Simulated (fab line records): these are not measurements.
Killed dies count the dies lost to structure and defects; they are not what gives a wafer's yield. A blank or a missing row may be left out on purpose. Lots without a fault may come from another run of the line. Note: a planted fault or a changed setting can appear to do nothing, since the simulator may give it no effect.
Matching of chambers | flow n5_finfet | rie_diel-01 running N5_FIN_SAQP_ETCH_52: 4 sister chambers
The step etches SOC in N2/H2, target depth 100 nm, overetch 20 nm, time 150 s. 24 wafers are shown with their chamber, then 12 later ones without.

== WAFERS, EACH WITH ITS CHAMBER ==
wafer  | chamber | showerhead_plenum_p_Torr (Torr) | drypump_motor_current_A (A) | throttle_valve_pct (%)
L076.1 | 2       | 2.63                            | 5.2                         | 18.05
L076.3 | 0       | 2.63                            | 5.5                         | 17.88
L076.4 | 3       | 2.58                            | 6.0                         | 17.64
L079.2 | 0       | 2.63                            | 5.5                         | 17.91
L079.3 | 1       | 2.40                            | 5.9                         | 17.63
L079.6 | 3       | 2.58                            | 6.0                         | 17.64
L080.1 | 3       | 2.57                            | 6.0                         | 17.66
L080.2 | 1       | 2.40                            | 5.9                         | 17.63
L080.6 | 1       | 2.40                            | 5.9                         | 17.64
L081.1 | 2       | 2.63                            | 5.1                         | 18.06
L081.3 | 0       | 2.62                            | 5.5                         | 17.92
L081.4 | 3       | 2.57                            | 6.0                         | 17.66
L082.2 | 2       | 2.63                            | 5.2                         | 18.06
L082.3 | 1       | 2.40                            | 5.9                         | 17.65
L082.4 | 0       | 2.62                            | 5.5                         | 17.92
L086.1 | 1       | 2.40                            | 5.9                         | 17.67
L086.4 | 2       | 2.63                            | 5.2                         | 18.08
L086.5 | 0       | 2.62                            | 5.5                         | 17.93
L087.1 | 0       | 2.62                            | 5.5                         | 17.93
L087.3 | 2       | 2.63                            | 5.2                         | 18.09
L087.6 | 2       | 2.63                            | 5.2                         | 18.10
L088.2 | 0       | 2.62                            | 5.5                         | 17.92
L088.4 | 3       | 2.57                            | 6.0                         | 17.68
L088.6 | 0       | 2.62                            | 5.5                         | 17.94

SIGNATURES (means of the wafers above)
reading                  | chamber 0 | chamber 1 | chamber 2 | chamber 3 | scatter within a chamber
showerhead_plenum_p_Torr | 2.6225    | 2.4000    | 2.6300    | 2.5740    | 0.00367
drypump_motor_current_A  | 5.500     | 5.900     | 5.183     | 6.000     | 0.0204
throttle_valve_pct       | 17.9187   | 17.6440   | 18.0733   | 17.6560   | 0.018
Rule: distance of a wafer from a chamber = root of the sum over the readings of ((wafer's reading minus chamber's mean) / reading's scatter) squared. The wafer belongs to the nearest chamber; if the next one is less than 2 further off, it can't be placed. How the scatter is found: for the shown wafers, subtract from each reading the mean of its chamber, square and add these, divide the total by (wafers less chambers), then take the root.

== WAFERS WITH NO CHAMBER GIVEN ==
wafer  | showerhead_plenum_p_Torr (Torr) | drypump_motor_current_A (A) | throttle_valve_pct (%)
L089.1 | 2.62                            | 5.2                         | 18.11
L089.4 | 2.39                            | 5.9                         | 17.69
L089.6 | 2.57                            | 6.0                         | 17.68
L090.2 | 2.39                            | 5.9                         | 17.69
L090.3 | 2.62                            | 5.5                         | 17.94
L090.4 | 2.57                            | 6.0                         | 17.69
L094.2 | 2.71                            | 5.9                         | 17.27
L094.4 | 2.56                            | 6.0                         | 17.70
L094.5 | 2.56                            | 6.0                         | 17.70
L096.3 | 2.61                            | 5.4                         | 17.98
L096.4 | 2.61                            | 5.5                         | 17.97
L096.6 | 2.61                            | 5.1                         | 18.15

== EACH ONE'S CHAMBER ==
wafer  | from the rows above | in truth
L089.1 | 2                   | 2
L089.4 | 1                   | 1
L089.6 | 3                   | 3
L090.2 | 1                   | 1
L090.3 | 0                   | 0
L090.4 | 3                   | 3
L094.2 | 3                   | 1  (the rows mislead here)
L094.4 | 3                   | 3
L094.5 | 3                   | 3
L096.3 | 0                   | 0
L096.4 | 0                   | 0
L096.6 | 2                   | 2
Placed correctly: 11 of 12. Can't be placed from these rows: 0. Wrongly placed: 1.
